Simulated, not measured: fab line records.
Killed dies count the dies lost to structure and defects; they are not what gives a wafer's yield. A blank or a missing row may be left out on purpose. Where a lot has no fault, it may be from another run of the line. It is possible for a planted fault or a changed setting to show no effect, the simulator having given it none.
Chamber matching | flow n5 finfet | 4 sister chambers for N5_FIN_SAQP_SPACER2_ETCHBACK_29 on rie diel-01
The step etches SiO2 in CHF3/O2, target depth 12.2 nm, time 6.1 s. 4 wafers are shown with their chamber, then 9 later ones without.

## EACH WAFER AND ITS CHAMBER
wafer  | chamber | throttle valve pct (%)
L074.6 | 3       | 18.84
L087.1 | 0       | 18.71
L087.3 | 1       | 18.79
L087.6 | 2       | 19.14

## WAFERS WITH NO CHAMBER GIVEN
wafer  | throttle valve pct (%)
L094.1 | 18.91
L094.2 | 19.17
L094.5 | 18.83
L095.2 | 18.81
L095.3 | 18.74
L095.4 | 18.93
L096.2 | 18.92
L096.3 | 18.82
L096.4 | 18.73

## CHAMBER TAKEN BY EACH
wafer  | from the rows above          | in truth
L094.1 | can't be placed: 3 or 1      | 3
L094.2 | 2                            | 2
L094.5 | can't be placed: 3 or 1      | 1
L095.2 | can't be placed: 1 or 3 or 0 | 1
L095.3 | can't be placed: 0 or 1 or 3 | 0
L095.4 | can't be placed: 3 or 1      | 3
L096.2 | can't be placed: 3 or 1      | 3
L096.3 | can't be placed: 3 or 1 or 0 | 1
L096.4 | can't be placed: 0 or 1 or 3 | 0
Correctly placed: 1 of 9. Can't be placed from these rows: 8 (the true chamber is among the candidates in 8). 0 placed wrongly.
How it was worked out, from the rows above alone: a wafer's distance from a chamber is the root of the sum, over the readings, of the square of ((its reading less the chamber's mean) divided by the reading's scatter). The wafer belongs to the nearest chamber; if the next one is less than 2 further off, it can't be placed. A chamber's mean is the mean of its shown wafers. The scatter: root of mean squared gap, hidden wafer to nearest shown wafer, with one shown wafer a chamber.
